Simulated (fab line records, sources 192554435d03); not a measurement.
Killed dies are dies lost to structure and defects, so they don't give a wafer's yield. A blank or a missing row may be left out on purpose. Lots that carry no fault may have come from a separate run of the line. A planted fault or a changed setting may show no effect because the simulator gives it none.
Matching of chambers    flow n5_finfet    N5_BEOL_M7_DEP_56 on pecvd-04 has 3 sister chambers
The step deposits SiCN from 3MS/NH3, target thk 10 nm, time 17.5 s. 27 wafers are shown with their chamber, then 12 later ones without.

WAFERS WITH THEIR CHAMBER
wafer   chamber  throttle_valve_pct (%)  showerhead_plenum_p_Torr (Torr)
L074.1  0        10.1                    3.671
L074.2  2        8.8                     3.655
L074.3  1        8.7                     3.668
L075.1  0        10.3                    3.656
L075.5  0        10.3                    3.672
L075.6  2        8.6                     3.647
L077.1  1        8.5                     3.673
L077.5  2        8.7                     3.648
L077.6  1        8.7                     3.671
L076.1  0        10.0                    3.667
L076.2  2        9.1                     3.643
L076.3  1        8.7                     3.679
L076.4  0        10.4                    3.668
L076.5  2        8.7                     3.648
L076.6  1        8.5                     3.673
L078.3  1        8.9                     3.668
L078.4  2        8.6                     3.653
L078.6  0        10.1                    3.666
L079.2  0        10.3                    3.662
L079.3  1        8.9                     3.676
L079.4  1        8.6                     3.676
L081.1  2        8.7                     3.650
L081.4  2        8.7                     3.657
L081.6  0        10.2                    3.665
L082.1  0        10.2                    3.664
L082.4  1        8.6                     3.673
L082.5  2        8.8                     3.652

SIGNATURES (means of the wafers above)
reading                   chamber 0  chamber 1  chamber 2  scatter within a chamber
throttle_valve_pct        10.211     8.678      8.744      0.142
showerhead_plenum_p_Torr  3.66567    3.67300    3.65033    0.00431
Rule: a wafer lies at a distance from a chamber equal to the root of the sum of squares, over the readings, of (its reading less the chamber's mean, divided by the reading's scatter). The wafer belongs to the nearest chamber; if the next one is less than 2 further off, it can't be placed. How the scatter is found: for the shown wafers, subtract from each reading the mean of its chamber, square and add these, divide the total by (wafers less chambers), then take the root.

WAFERS WITH NO CHAMBER GIVEN
wafer   throttle_valve_pct (%)  showerhead_plenum_p_Torr (Torr)
L090.1  10.0                    3.677
L090.2  8.5                     3.667
L090.3  8.7                     3.655
L094.1  10.3                    3.668
L094.4  8.4                     3.669
L094.6  8.8                     3.661
L096.1  10.5                    3.664
L096.2  8.9                     3.655
L096.5  8.8                     3.661
L097.1  8.7                     3.658
L097.4  8.8                     3.644
L097.6  10.4                    3.660

EACH ONE'S CHAMBER
wafer   from the rows above      in truth
L090.1  0                        0
L090.2  1                        1
L090.3  2                        2
L094.1  0                        0
L094.4  1                        1
L094.6  can't be placed: 2 or 1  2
L096.1  0                        0
L096.2  2                        2
L096.5  can't be placed: 2 or 1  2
L097.1  can't be placed: 2 or 1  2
L097.4  2                        2
L097.6  0                        0
Correctly placed: 9 of 12. These rows do not allow placing 3 (true chamber among the candidates in 3). 0 placed wrongly.
